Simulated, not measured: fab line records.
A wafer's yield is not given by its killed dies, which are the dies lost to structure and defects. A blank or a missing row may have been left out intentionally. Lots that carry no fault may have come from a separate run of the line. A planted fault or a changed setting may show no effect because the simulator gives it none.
Matching of chambers	flow nand-harc	NHARC_A_CHANNEL_FILL_D2_ETCHBACK_19 on rie-si-01 has 4 sister chambers
The step etches the open film in HBr/Cl2, target depth 5 nm, time 1.7 s. 14 wafers are shown with their chamber, then 7 later ones without.

EACH WAFER AND ITS CHAMBER
wafer	chamber	drypump-motor-current-A (A)	oes-product-au (a.u.)	throttle-valve-pct (%)
L081.1	2	4.9	1.005	26.418
L081.3	1	5.8	1.008	26.412
L081.6	3	5.0	0.995	26.395
L083.1	2	4.9	1.000	26.423
L083.2	0	5.4	0.992	26.388
L083.5	2	5.0	1.003	26.414
L084.3	1	5.8	1.020	26.404
L084.5	2	4.9	0.999	26.413
L084.6	3	5.0	1.001	26.406
L089.1	2	4.9	1.007	26.397
L089.3	1	5.8	1.005	26.388
L089.4	3	5.0	1.009	26.393
L088.4	0	5.4	0.991	26.406
L088.5	1	5.8	1.009	26.399

SIGNATURES, as means of the wafers listed above
reading	chamber 0	chamber 1	chamber 2	chamber 3	scatter within a chamber
drypump-motor-current-A	5.400	5.800	4.920	5.000	0.0283
oes-product-au	0.99150	1.01050	1.00280	1.00167	0.00522
throttle-valve-pct	26.39700	26.40075	26.41300	26.39800	0.00972
Rule: for a wafer and a chamber, the distance is found by dividing, reading by reading, the gap between the wafer's reading and the chamber's mean by the reading's scatter, squaring, summing and taking the root. The wafer belongs to the nearest chamber; if the next one is less than 2 further off, it can't be placed. The scatter is the square root of a quotient: the sum, over the shown wafers, of each reading's squared deviation from its chamber's mean, divided by wafers minus chambers.

WAFERS WHOSE CHAMBER IS MISSING
wafer	drypump-motor-current-A (A)	oes-product-au (a.u.)	throttle-valve-pct (%)
L088.6	4.9	0.999	26.415
L090.2	5.0	0.999	26.412
L090.3	5.4	1.004	26.406
L090.6	5.4	0.993	26.403
L097.2	5.8	1.005	26.392
L097.4	4.9	1.004	26.415
L097.5	5.8	1.008	26.408

WHICH CHAMBER EACH WENT THROUGH
wafer	from the rows above	in truth
L088.6	2	2
L090.2	can't be placed: 3 or 2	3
L090.3	0	0
L090.6	0	0
L097.2	1	1
L097.4	2	2
L097.5	1	1
Correctly placed: 6 of 7. Cannot be placed on the basis of these rows: 1; the candidates contain the true chamber in 1. Placed wrongly: 0.
